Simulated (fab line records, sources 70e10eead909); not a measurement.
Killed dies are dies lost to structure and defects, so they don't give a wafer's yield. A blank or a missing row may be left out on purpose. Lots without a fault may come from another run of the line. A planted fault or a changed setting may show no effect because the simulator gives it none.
Which tool did it? | flow nand_harc | 6 lots, 18 wafers sampled, at 2 steps of a route of 1159

WHAT THE GAUGES READ, wafer by wafer
NHARC_THIN_TSV_CD_MEAS_12: target cd 1000 nm.
lot  | measured     | on        | cd_nm (nm)
L459 | day 19 09:11 | cd_sem-02 | 1000.3 1002.3 1000.9
L461 | day 19 11:31 | cd_sem-03 | 1000.6 1005.7 1002.7
L463 | day 20 10:08 | cd_sem-03 | 998.8 997.5 997.4
L469 | day 22 10:42 | cd_sem-01 | 1001.4 1002.5 999.8
L476 | day 23 05:38 | cd_sem-03 | 997.7 997.6 1000.6
L478 | day 23 06:49 | cd_sem-03 | 999.0 998.0 999.0

WHICH TOOL RAN EACH LOT (tool, then ch and the chambers of the sampled wafers, then the start)
lot  | NHARC_A_ONON_D1_DEP_22
L459 | pecvd_onon-02 ch 0, day 8 08:28
L461 | pecvd_onon-04 ch 0, day 8 15:29
L463 | pecvd_onon-04 ch 0, day 9 16:57
L469 | pecvd_onon-01 ch 0, day 11 02:56
L476 | pecvd_onon-02 ch 0, day 12 10:33
L478 | pecvd_onon-04 ch 0, day 12 14:01
- NHARC_A_ONON_D1_DEP_22: target thk 1000 nm.

THE ANSWER, worked out from the rows above alone
Rule: what is usual is taken from the lots themselves. Put in order of their means at a reading, lots are off if they are a third of the lots or fewer, leave a main group of 4 or more, and stand apart from it by a gap of 3 or more times the standard deviation of the main group's means; of several such gaps the widest counts. A main group whose means are all the same, to the digits that the tables above print for the reading, isn't used. A lot without any number at a reading at which 4 lots or more have one is off too. The other lots that the step has rows for count as sound.
No lot is off at any reading shown: from this, nothing can be told.

WHAT THE SIMULATOR HAD PUT IN
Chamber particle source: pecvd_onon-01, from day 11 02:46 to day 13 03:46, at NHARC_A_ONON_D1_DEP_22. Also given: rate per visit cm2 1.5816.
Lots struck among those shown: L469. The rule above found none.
